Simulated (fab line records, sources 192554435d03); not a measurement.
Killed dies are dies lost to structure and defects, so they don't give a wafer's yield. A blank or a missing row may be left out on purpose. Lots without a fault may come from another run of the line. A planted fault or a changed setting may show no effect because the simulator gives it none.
fab line records | flow n5_finfet
record lots=6 wafers=16 last_day=20
route steps=1938 shown BEOL_M1@826 BEOL_M4@1111 PASSIVATION@1936
lots that met no fault: from a run of the same line without faults
start_h: hours from the record's first day to the start of the lot's first wafer shown | wait_h: hours since the lot's step before | " the same as in the row above | L1.1+2: a row that stands for several wafers | - no value, or no start given | * or withheld: withheld | < > ~ a bound
route shown NAME@n: a module of which the file shows steps, and the number in the route of the first | usual: mean/standard deviation of fault-free wafers | same: alike in all rows | chamber/n: place in a boat | sites: the reading at each site | _std_site: their standard deviation | _edge_site: outer sites' mean less inner sites' | radius_mm: how far each site lies from the wafer's centre | mask NAME#n: copy n | behind: the tool/chamber that last shaped the wafer | hold: why the lot was held/for how many hours/how that ended | device: the transistor (n, p or np) that didn't switch | end of line: the same wafers' tests at the end of the route | a step without rows: its recipe alone | killed: dies lost to structure and defects at the first sort, not the wafer's yield | map: a wafer's dies, x killed, . not, _ none there
set.NAME: the setting as run; set.NAME@STEP: as run at that earlier step | model.NAME: the simulator's own value behind a step, which no gauge read
lots at some steps of the route; a table a step, a row a wafer
services: from which hour (start_h, from the record's first day; less than 0 if before it) a tool's chamber was out of use, for how many hours, and why
## steps
# step N5_BEOL_M1_SPUTTER_92
# recipe material=Cu target_thk_a=45 temp_c=-20 chamber_pressure_pa=0.07 power_w=withheld time_s=8.29
# step N5_BEOL_M1_ANNEAL_93
# recipe temp_c=400 time_s=240 ambient=vacuum
# usual heater_power_w=810/110
# columns lot.wafer tool chamber start_h wait_h heater_power_w
L167.2 pvd_sputter-02 - 146.48 0.0 691
L167.3 " - " " 734
L167.4 " - " " 858
L168.1 pvd_sputter-02 - 148.74 0.0 809
L168.4 " - " " 840
L168.6 " - " " 843
L176.3 pvd_sputter-01 - 199.29 0.0 767
L176.5 " - " " 774
L176.6 " - " " 814
L181.1 pvd_sputter-01 - 231.12 0.0 893
L181.6 " - " " 787
L187.4 pvd_sputter-03 - 269.29 0.0 912
L187.5 " - " " 809
L189.3 pvd_sputter-02 - 277.62 0.0 680
L189.4 " - " " 738
L189.5 " - " " 847
# step N5_BEOL_M1_SPUTTER_94
# recipe material=Cu target_thk_a=45 temp_c=-20 chamber_pressure_pa=0.07 power_w=withheld time_s=8.29
# step N5_BEOL_M1_ANNEAL_95
# recipe temp_c=400 time_s=240 ambient=vacuum
# usual heater_power_w=810/110
# columns lot.wafer tool chamber start_h wait_h heater_power_w
L167.2 pvd_sputter-02 - 146.70 0.0 688
L167.3 " - " " 721
L167.4 " - " " 862
L168.1 pvd_sputter-02 - 148.96 0.0 815
L168.4 " - " " 865
L168.6 " - " " 835
L176.3 pvd_sputter-01 - 199.51 0.0 775
L176.5 " - " " 774
L176.6 " - " " 817
L181.1 pvd_sputter-01 - 231.34 0.0 901
L181.6 " - " " 797
L187.4 pvd_sputter-03 - 269.51 0.0 904
L187.5 " - " " 807
L189.3 pvd_sputter-02 - 277.84 0.0 681
L189.4 " - " " 740
L189.5 " - " " 857
# step N5_BEOL_M1_SPUTTER_96
# recipe material=Cu target_thk_a=45 temp_c=-20 chamber_pressure_pa=0.07 power_w=withheld time_s=8.29
# usual throttle_valve_pct=29.6/1.6
# columns lot.wafer tool chamber start_h wait_h throttle_valve_pct
L167.2 pvd_sputter-02 - 146.84 0.1 31.0
L167.3 " - " " 29.5
L167.4 " - " " 31.3
L168.1 pvd_sputter-02 - 149.10 0.1 27.0
L168.4 " - " " 31.1
L168.6 " - " " 31.2
L176.3 pvd_sputter-01 - 199.65 0.1 29.7
L176.5 " - " " 29.8
L176.6 " - " " 30.9
L181.1 pvd_sputter-01 - 231.48 0.1 28.7
L181.6 " - " " 30.6
L187.4 pvd_sputter-03 - 269.65 0.1 27.4
L187.5 " - " " 32.6
L189.3 pvd_sputter-02 - 277.98 0.1 31.2
L189.4 " - " " 29.5
L189.5 " - " " 31.3
# step N5_BEOL_M1_ECD_50
# recipe material=Cu target_thk_a=3000
# step N5_BEOL_M1_ANNEAL_51
# recipe temp_c=225 time_s=90 ambient=N2
# usual wafer_temp_C_max=225.88/0.24
# columns lot.wafer tool chamber start_h wait_h wafer_temp_C_max
L167.2 rtp_anneal-02 0 147.10 0.1 225.92
L167.3 " 0 " " 225.80
L167.4 " 0 " " 225.42
L168.1 rtp_anneal-01 0 149.30 0.1 225.84
L168.4 " 0 " " 226.00
L168.6 " 0 " " 226.23
L176.3 rtp_anneal-02 0 199.94 0.1 225.87
L176.5 " 0 " " 225.81
L176.6 " 0 " " 225.92
L181.1 rtp_anneal-01 0 231.68 0.1 226.07
L181.6 " 0 " " 226.14
L187.4 rtp_anneal-01 0 269.98 0.2 225.90
L187.5 " 0 " " 225.83
L189.3 rtp_anneal-01 0 278.27 0.1 225.39
L189.4 " 0 " " 225.52
L189.5 " 0 " " 225.53
# step N5_BEOL_M1_CMP_52
# recipe stop_on=SiOC t_overpolish_s=6.8 down_force_psi=1 platen_rpm=50 clearing_platen_down_force_psi=1.5 clearing_platen_rpm=50 post_cmp_clean=cu_alkaline target_thk_nm=40 clearing_platen_pad_velocity_m_s=0.99484 pad_velocity_m_s=0.99484
# step N5_BEOL_M1_THK_MEAS_53
# recipe thk_meas_gauge=xrf reads=Cu_of_BEOL_M1_ECD_50
# usual M1_THK=39.5/1.4
# columns lot.wafer tool chamber start_h wait_h M1_THK[nm]
L167.2 film_metro-01 - 147.64 - 37.4
L167.3 " - " " 39.0
L167.4 " - " " 41.1
L168.1 film_metro-02 - 149.89 - 36.6
L168.4 " - " " 37.9
L168.6 " - " " 37.1
L176.3 film_metro-02 - 200.44 - 38.4
L176.5 " - " " 38.3
L176.6 " - " " 41.9
L181.1 film_metro-01 - 232.27 - 39.8
L181.6 " - " " 39.4
L187.4 film_metro-01 - 270.44 - 41.9
L187.5 " - " " 41.9
L189.3 film_metro-01 - 278.77 - 38.1
L189.4 " - " " 39.1
L189.5 " - " " 40.7
# step N5_BEOL_M1_PRE_CLEAN_60
# recipe gas=NH3/H2 time_s=15 temp_c=* rf_power_w=300
# usual heater_power_w=90/15
# columns lot.wafer tool chamber start_h wait_h heater_power_w since_wet_clean_h
L167.2 cvd_co-02 2 147.68 0.0 90 448
L167.3 " 0 " " 88 908
L167.4 " 1 " " 64 -
L168.1 cvd_co-01 0 149.93 0.0 84 691
L168.4 " 2 " " 85 -
L168.6 " 0 " " 86 -
L176.3 cvd_co-01 0 200.51 0.1 83 742
L176.5 " 1 " " 117 -
L176.6 " 2 " " 84 -
L181.1 cvd_co-01 1 232.40 0.1 117 1211
L181.6 " 1 " " 117 -
L187.4 cvd_co-01 2 270.49 0.1 86 -
L187.5 " 0 " " 83 -
L189.3 cvd_co-02 0 278.80 0.0 89 1039
L189.4 " 2 " " 93 -
L189.5 " 1 " " 66 -
# step N5_BEOL_M1_CO_CAP_55
# recipe material=Co target_thk_a=20 temp_c=200 precursor=CCTBA/H2 pressure_torr=30 time_s=102.1
# step N5_BEOL_M1_PRE_CLEAN_56
# recipe gas=NH3 time_s=15 temp_c=withheld rf_power_w=300
# step N5_BEOL_M1_DEP_57
# recipe material=SiCN target_thk_a=80 temp_c=withheld precursor=3MS/NH3 pressure_torr=3 rf_w=202 time_s=14
# usual showerhead_plenum_p_Torr=3.660/0.015 throttle_valve_pct=9.1/0.75
# columns lot.wafer tool chamber start_h wait_h showerhead_plenum_p_Torr since_wet_clean_h throttle_valve_pct model.SiCN_of_BEOL_M1_DEP_57.thk_nm
L167.2 pecvd-04 0 147.85 0.0 3.652 852 9.0 7.8
L167.3 " 2 " " 3.673 - 7.9 7.8
L167.4 " 0 " " 3.673 - 9.0 7.8
L168.1 pecvd-01 2 150.08 0.0 3.682 281 8.4 8
L168.4 " 2 " " 3.672 - 8.3 8.2
L168.6 " 1 " " 3.677 - 10.5 8
L176.3 pecvd-03 2 200.66 0.0 3.655 2173 9.5 8
L176.5 " 1 " " 3.653 - 9.3 8
L176.6 " 0 " " 3.665 - 9.1 8.2
L181.1 pecvd-03 2 232.56 0.0 3.643 1 8.5 8.2
L181.6 " 0 " " 3.657 - 9.4 8
L187.4 pecvd-03 1 270.65 0.0 3.644 - 9.6 8
L187.5 " 2 " " 3.651 - 8.6 8.4
L189.3 pecvd-01 1 278.96 0.0 3.681 1889 10.2 8
L189.4 " 1 " " 3.668 - 10.3 8
L189.5 " 2 " " 3.678 - 8.4 8
# step N5_BEOL_M1_RS_MEAS_58
# recipe thk_meas_gauge=four-point-probe reads=Co_of_BEOL_M1_CO_CAP_55+Cu_of_BEOL_M1_ECD_50+Co_of_BEOL_M1_CVD_47+TaN_of_BEOL_M1_ALD_84
# usual M1_RS=0.66/0.03
# columns lot.wafer tool chamber start_h wait_h M1_RS[ohm/sq]
L167.2 film_metro-01 - 147.93 0.1 0.70
L167.3 " - " " 0.67
L167.4 " - " " 0.63
L168.1 film_metro-02 - 150.17 0.1 0.73
L168.4 " - " " 0.70
L168.6 " - " " 0.72
L176.3 film_metro-02 - 200.73 0.1 0.69
L176.5 " - " " 0.69
L176.6 " - " " 0.62
L181.1 film_metro-02 - 232.62 0.0 0.64
L181.6 " - " " 0.66
L187.4 film_metro-01 - 270.70 0.0 0.61
L187.5 " - " " 0.61
L189.3 film_metro-01 - 279.03 0.1 0.69
L189.4 " - " " 0.67
L189.5 " - " " 0.64
# step N5_BEOL_M4_RC_MEAS_101
# usual DIBL_N=35.9/1.2 DIBL_P=35.9/1.4 IOFF_N=0.149/0.02 IOFF_P=0.205/0.022 ION_N=671/8.8 ION_P=461/5.9 SS_N=71.4/0.51 SS_P=73.2/0.56 VT_N=250.6/2.5 VT_P=-250.1/2.3
# columns lot.wafer tool chamber start_h wait_h DIBL_N[mV/V] DIBL_P[mV/V] IOFF_N[nA/um] IOFF_P[nA/um] ION_N[uA/um] ION_P[uA/um] SS_N[mV/dec] SS_P[mV/dec] VT_N[mV] VT_P[mV]
L167.2 prober-02 0 208.64 0.2 35.4 35.9 0.145 0.233 670 473 71.6 72.5 248.9 -245.3
L167.3 " 0 " " 35.6 34.7 0.141 0.209 669 461 71.4 73.3 252.0 -247.5
L167.4 " 0 " " 35.5 35.9 0.148 0.235 670 467 71.2 73.2 247.8 -247.8
L168.1 prober-01 0 214.54 0.0 35.4 35.2 0.150 0.226 679 467 71.5 73.6 250.6 -247.0
L168.4 " 0 " " 34.0 32.7 0.126 0.195 665 465 70.9 72.5 250.8 -249.1
L168.6 " 0 " " 35.3 34.4 0.140 0.218 668 462 71.5 73.9 251.1 -248.7
L176.3 prober-02 0 277.97 0.4 36.8 35.6 0.152 0.185 656 450 71.5 73.7 250.0 -253.8
L176.5 " 0 " " 36.1 34.0 0.135 0.161 661 449 72.1 73.8 250.6 -253.2
L176.6 " 0 " " 37.9 36.3 0.162 0.199 668 452 72.3 74.2 252.3 -252.4
L181.1 prober-01 0 287.94 0.0 37.0 36.8 0.170 0.199 677 458 72.5 72.5 248.1 -249.3
L181.6 " 0 " " 36.6 37.1 0.173 0.212 675 462 71.8 73.0 247.6 -250.0
L187.4 prober-02 0 340.27 0.5 36.9 37.1 0.156 0.223 673 460 71.5 73.9 247.9 -248.4
L187.5 " 0 " " 36.8 37.1 0.156 0.225 685 473 71.1 73.7 249.2 -247.3
L189.3 prober-02 0 360.97 0.3 35.1 33.7 0.132 0.213 670 469 69.9 73.1 251.8 -249.2
L189.4 " 0 " " 36.7 34.9 0.156 0.219 671 465 71.5 73.6 250.8 -249.6
L189.5 " 0 " " 36.8 35.1 0.156 0.229 674 469 71.0 73.7 250.4 -248.8
# step N5_PASSIVATION_PROBE_49
# usual defect_limited_yield=91.1/1.4 killed_at_M0_to_M3=34/10 killed_at_M4_up=14/5.5 killed_at_contacts=12/5.1 killed_at_front_end=41/12 killed_at_other=4/3.1 killed_dies=105/17 killed_on_rim=13/3.7 killed_open=70/13 killed_short=33/7.6 sort_bin_5_function=5.3/0.98 sort_bin_6_memory=3.3/0.67 sort_n_pass=1075/17 sort_yield_pct=91.1/1.4
# same gross_dies=1180 killed_at_back_side=0 sort_bin_4_leakage[%]=0 sort_bin_8_speed[%]=0
# columns lot.wafer tool chamber start_h wait_h defect_limited_yield[%] killed_at_M0_to_M3 killed_at_M4_up killed_at_contacts killed_at_front_end killed_at_other killed_dies killed_on_rim killed_open killed_short sort_bin_5_function[%] sort_bin_6_memory[%] sort_n_pass sort_yield_pct[%]
L168.1 prober-01 - 326.08 0.0 90.8 34 20 10 44 1 109 7 71 37 5.8 3.5 1071 90.8
L168.4 prober-01 - 326.23 0.2 92.6 25 19 12 27 4 87 9 63 24 4.7 2.2 1093 92.6
L168.6 prober-01 - 326.33 0.3 91.7 35 14 6 32 11 98 15 54 44 4.8 2.9 1082 91.7
L181.1 prober-02 - 392.69 0.0 91.0 45 6 10 44 1 106 14 74 30 5.4 3.2 1074 91.0
# killed by level:class
L168.1 BEOL_M0_SAQP:geometric_particle:short=15 BEOL_M0_SAQP:geometric_particle:open=13 STI_FIN_REVEAL:geometric_particle:open=10 BEOL_M4:geometric_particle:open=10 FIN_SAQP:geometric_particle:open=9 MOL_CONTACT_COAG:geometric_particle:open=8 GATE_CUT:geometric_particle:short=4 FIN_SAQP:geometric_particle:short=3
L168.4 BEOL_M4:geometric_particle:open=12 MOL_CONTACT_COAG:geometric_particle:open=11 BEOL_M0_SAQP:geometric_particle:open=9 STI_FIN_REVEAL:geometric_particle:open=6 FIN_SAQP:geometric_particle:open=5 BEOL_M0_SAQP:geometric_particle:short=4 BEOL_M0:geometric_particle:short=4 FIN_SAQP:geometric_particle:short=3
L168.6 BEOL_M0_SAQP:geometric_particle:short=14 BEOL_M0_SAQP:geometric_particle:open=11 DUMMY_GATE:geometric_particle:open=6 PAD_METAL:geometric_particle:short=6 SPACER0:geometric_particle:open=5 BEOL_M4:geometric_particle:open=5 FIN_SAQP:geometric_particle:open=4 MOL_CONTACT_COAG:geometric_particle:open=4
L181.1 STI_FIN_REVEAL:geometric_particle:open=13 BEOL_M0_SAQP:geometric_particle:open=11 MOL_CONTACT_COAG:geometric_particle:open=9 BEOL_M2:geometric_particle:open=9 BEOL_M0_SAQP:geometric_particle:short=8 DUMMY_GATE:geometric_particle:open=6 FIN_SAQP:geometric_particle:open=5 BEOL_M3:geometric_particle:open=5
## services
# columns tool chamber start_h hours kind
cvd_co-01 - 127.98 2.8 pm
pecvd-01 2 129.00 5.5 scheduled_down
pecvd-03 1 139.25 5.5 scheduled_down
pecvd-03 - 139.52 5.5 pm
pecvd-04 1 144.21 5.5 scheduled_down
pecvd-01 0 165.85 28.0 repair
cvd_co-01 2 176.60 6.3 repair
pecvd-01 - 178.56 0.5 repair
cvd_co-02 - 183.68 0.2 repair
pecvd-01 - 185.17 6.0 pm
pecvd-01 0 193.88 2.1 scheduled_down
pecvd-01 - 196.17 0.8 repair
pecvd-03 2 202.45 - clean
pecvd-03 2 202.45 - consumable_replace:showerhead
pecvd-03 2 202.45 29.0 scheduled_down
pecvd-03 2 202.45 29.0 vent_cycle
pecvd-04 2 223.93 5.5 scheduled_down
pecvd-01 1 231.43 2.1 scheduled_down
cvd_co-01 - 242.98 0.6 repair
pecvd-04 1 245.84 3.8 repair
## key
first_sign none at tools or gauges
model_effect step=N5_BEOL_M1_DEP_57 value=SiCN_of_BEOL_M1_DEP_57.thk_nm without=7.9 struck=8.3
met_at N5_BEOL_M1_DEP_57
struck_wafers L181.1,L187.5
onset_between 200.66 232.56
fault kind=process_parameter_drift tool=pecvd-03 chamber=- onset_h=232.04 steps=N5_BEOL_M1_DEP_57 channel=time_s offset=* shape=step end_h=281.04 scope=struck_wafers_only acts_in=* stated=*
